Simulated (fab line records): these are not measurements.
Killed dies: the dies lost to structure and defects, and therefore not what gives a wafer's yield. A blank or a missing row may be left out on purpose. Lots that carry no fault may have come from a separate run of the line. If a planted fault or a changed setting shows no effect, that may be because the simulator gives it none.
Which of the tools did it? :: flow nand harc :: 6 lots, 18 wafers sampled, at 5 steps of a route of 1159

WHAT THE GAUGES READ, wafer by wafer
NHARC_END_SORT_01.
lot: L467
measured: day 19 16:01
on: prober-02
killed at other: 0 0 2

lot: L473
measured: day 21 00:37
on: prober-02
killed at other: 1 1 0

lot: L478
measured: day 22 01:44
on: prober-01
killed at other: 0 1 0

lot: L482
measured: day 23 17:22
on: prober-02
killed at other: 0 0 0

lot: L487
measured: day 24 23:40
on: prober-01
killed at other: 0 1 1

lot: L490
measured: day 25 02:59
on: prober-02
killed at other: 0 0 0

EACH LOT AND THE TOOL THAT RAN IT (in order: tool; ch and the chambers of the sampled wafers; start)
lot: L467
NHARC_A_M0_CMP_23: cmp-02 ch 2,3, day 17 23:49
NHARC_A_M0_PRE_CLEAN_31: pecvd-02 ch 0,1,2, day 18 00:29
NHARC_A_M1_SOFTBAKE_04: litho track-04 ch 0, day 18 01:00
NHARC_A_M1_ETCH_15: rie diel-13 ch 0,1,2, day 19 16:01 or earlier

lot: L473
NHARC_A_M0_CMP_23: cmp-04 ch 0,1,3, day 19 09:33
NHARC_A_M0_PRE_CLEAN_31: pecvd-01 ch 0,1, day 19 10:38
NHARC_A_M1_SOFTBAKE_04: litho track-04 ch 0, day 19 11:00
NHARC_A_M1_ETCH_15: rie diel-06 ch 0,2,3, day 21 00:37 or earlier

lot: L478
NHARC_A_M0_CMP_23: cmp-02 ch 0,1,3, day 20 08:21
NHARC_A_M0_PRE_CLEAN_31: pecvd-02 ch 1,2, day 20 08:52
NHARC_A_M1_SOFTBAKE_04: litho track-01 ch 0, day 20 09:00
NHARC_A_M1_ETCH_15: rie diel-13 ch 0,3, day 22 01:44 or earlier

lot: L482
NHARC_A_M0_CMP_23: cmp-04 ch 0,1,3, day 21 23:19
NHARC_A_M0_PRE_CLEAN_31: pecvd-04 ch 0,1, day 21 23:50
NHARC_A_M1_SOFTBAKE_04: litho track-01 ch 0, day 22 00:00
NHARC_A_M1_ETCH_15: rie diel-13 ch 0,2,3, day 23 17:22 or earlier

lot: L487
NHARC_A_M0_CMP_23: cmp-02 ch 1,2,3, day 23 08:59
NHARC_A_M0_PRE_CLEAN_31: pecvd-04 ch 1,2, day 23 09:30
NHARC_A_M1_SOFTBAKE_04: litho track-01 ch 0, day 23 10:00
NHARC_A_M1_ETCH_15: rie diel-12 ch 1,2,3, day 24 23:40 or earlier

lot: L490
NHARC_A_M0_CMP_23: cmp-04 ch 2,3, day 23 13:31
NHARC_A_M0_PRE_CLEAN_31: pecvd-02 ch 0,1, day 23 14:02
NHARC_A_M1_SOFTBAKE_04: litho track-04 ch 0, day 23 14:00
NHARC_A_M1_ETCH_15: rie diel-12 ch 1,2, day 25 02:59 or earlier
- NHARC_A_M0_CMP_23: polishes, t overpolish 20 s, target thk 113.75 nm.
- NHARC_A_M0_PRE_CLEAN_31: time 12 s.
- NHARC_A_M1_SOFTBAKE_04: time 55 s.
- NHARC_A_M1_ETCH_15: etches the open film in C4F8/Ar, target depth 182.5 nm, time 91.2 s.

THE ANSWER, worked out from the rows above alone
Rule: the lots themselves supply what counts as usual. Put in order of their means at a reading, lots are off if they are a third of the lots or fewer, leave a main group of 4 or more, and stand apart from it by a gap of 3 or more times the standard deviation of the main group's means; of several such gaps the widest counts. If all means in a main group match to the digits the tables above print for the reading, that group is not used. Also off: a lot with no number at a reading for which 4 or more lots have one. All remaining lots with rows at the step are treated as sound.
No lot is off at any reading shown: from this, nothing can be told.

WHAT THE SIMULATOR PUT IN
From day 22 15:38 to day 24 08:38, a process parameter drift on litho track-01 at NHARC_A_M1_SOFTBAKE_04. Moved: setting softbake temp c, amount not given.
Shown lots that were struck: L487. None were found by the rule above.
